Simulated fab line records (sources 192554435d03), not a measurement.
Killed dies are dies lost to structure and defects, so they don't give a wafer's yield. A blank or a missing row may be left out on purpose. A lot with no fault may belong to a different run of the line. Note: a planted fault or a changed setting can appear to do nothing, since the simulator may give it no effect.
Struck lot and sound lot, side by side | flow n5Finfet | 23 out of 1938 route steps
Sound: wafers L731.1, L731.2, L731.3. Wafers L717.2, L717.3, L717.5 were the ones struck. The cause comes at the end.
Order at every step that has rows: each side's tool, ch and its chambers, its first start. Under that, the readings that differ: sound wafers | struck wafers | difference of the means | sigmas: that difference in standard deviations of wafers without a fault.
alike: words and numbers the same on both sides, and readings whose means are apart by under 2 such deviations; not compared: readings that were withheld, readings missing a value for some wafer, numbers with overlapping values and no deviation given by the record, and bounds like >300 which may hide the same value.
Wherever a step has rows on one side only, a row that says differs or no value, or a row with sigmas, the two part there. When numbers do not overlap yet have no deviation, they are printed without sigmas and do not part them. A reading missing from all wafers of one side parts the sides only when that side holds two or more wafers.

first, 11 steps without rows for these wafers: N5_GATE_CUT_ETCH_58 (etches SiNx in CH3F/O2, target depth 17 nm, time 128.6 s); N5_GATE_CUT_STRIP_59 (strips in N2/H2, time 20 s); N5_GATE_CUT_PRECLEAN_31 (cleans in DIW, time 300 s); N5_GATE_CUT_SRD_32 (time 30 s); N5_GATE_CUT_SAC_CAP_01 (material SiNx, target thk 24 nm, pulse time 1 s, ald cycles 480); N5_GATE_CUT_PECVD_57 (deposits SiNx from SiH4/NH3/N2, target thk 21 nm); N5_GATE_CUT_CMP_02 (polishes, stops on SiO2, t overpolish 12.7 s, target thk 0 nm); N5_GATE_CUT_HM_DEP_46 (deposits SiO2 from TEOS/O2, target thk 130 nm, time 26.6 s); N5_GATE_CUT_COAT_34 (time 60 s, resist thk 60 nm); N5_GATE_CUT_COAT_35 (time 60 s, resist thk 10 nm); N5_GATE_CUT_COAT_27 (time 60 s, resist thk 10 nm).
N5_GATE_CUT_COAT_07: resist thk 30 nm.
  sound on lithoTrack-03 ch 0, day 11 13:38; struck on lithoTrack-03 ch 0, day 6 18:14
reading                                      | sound                | struck               | difference | sigmas
spinSpeedRpm (rpm)                           | 1500.6 1498.5 1497.7 | 1604.7 1606.9 1604.6 | +106.5     | +99 or more
model.CAR-EUV_of_GATE_CUT_COAT_07.thkNm (nm) | 30 30 30             | 29 29 29             | -1         | 
then, 7 steps without rows for these wafers: N5_GATE_CUT_EBR_09; N5_GATE_CUT_SOFTBAKE_08 (time 60 s); N5_GATE_CUT_EXPOSE_10 (exposes mask GATE CUT, target cd 20 nm); N5_GATE_CUT_PEB_11 (peb time 60 s); N5_GATE_CUT_DEVELOP_12 (develop time 30 s); N5_GATE_CUT_DESCUM_18 (chemistry O2, time 7 s); N5_GATE_CUT_ETCH_28 (etches underlayer in N2/H2, target depth 13 nm, time 10.4 s).
N5_GATE_CUT_ETCH_36: etches SiARC in CF4, target depth 13 nm, time 21.7 s.
  sound on rieDiel-02 ch 0,1,2, day 11 14:31; struck on rieDiel-03 ch 0,1, day 6 18:47
reading                                      | sound             | struck            | difference | sigmas
rfVppV (V)                                   | 181.9 183.0 183.6 | 185.7 186.3 185.2 | +2.9       | +2
model.CAR-EUV_of_GATE_CUT_COAT_07.thkNm (nm) | 7 7 7             | 5.8 6 5.8         | -1.1       | 
  alike: drypumpMotorCurrentA, etchRfOnTimeS, oesProductAu, rfFwdPowerW, showerheadPlenumPTorr, throttleValvePct
  not compared: rfHoursCounterH
then, 1 step without rows for these wafers: N5_GATE_CUT_ETCH_37 (etches SOC in N2/H2, target depth 60 nm, overetch 12 nm, time 90 s).
-- the record jumps here: 5 days lie between the struck wafers' starts before and after (it left off in module GATE_CUT and takes up again in module BEOL_M4, whose first step shown is number 1111 of the route) --
N5_BEOL_M4_RC_MEAS_101:
  sound on prober-02 ch 0, day 16 07:24; struck on prober-02 ch 0, day 12 01:27
reading       | sound          | struck         | difference | sigmas
DIBL_N (mV/V) | 38.7 39.2 39.6 | 35.8 37.2 37.3 | -2.4       | -2
SS_P (mV/dec) | 73.9 74.5 74.1 | 72.8 73.1 72.7 | -1.3       | -2
  alike: DIBL_P, IOFF_N, IOFF_P, ION_N, ION_P, SS_N, VT_N, VT_P
-- here the record skips 4 days between the struck wafers' starts before and after, leaving off in module BEOL_M4 and picking up in module PASSIVATION (first step shown: number 1936 of the route) --
N5_PASSIVATION_PROBE_49:
  record: rows for the struck wafers here (prober-02, day 16 09:39), none for the sound ones

## WHERE THEY PART
At N5_GATE_CUT_COAT_07 first; at N5_PASSIVATION_PROBE_49 last (within this record only).

WHY: what had been put in by the simulator
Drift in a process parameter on lithoTrack-03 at N5_GATE_CUT_COAT_07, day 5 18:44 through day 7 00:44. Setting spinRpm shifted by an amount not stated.
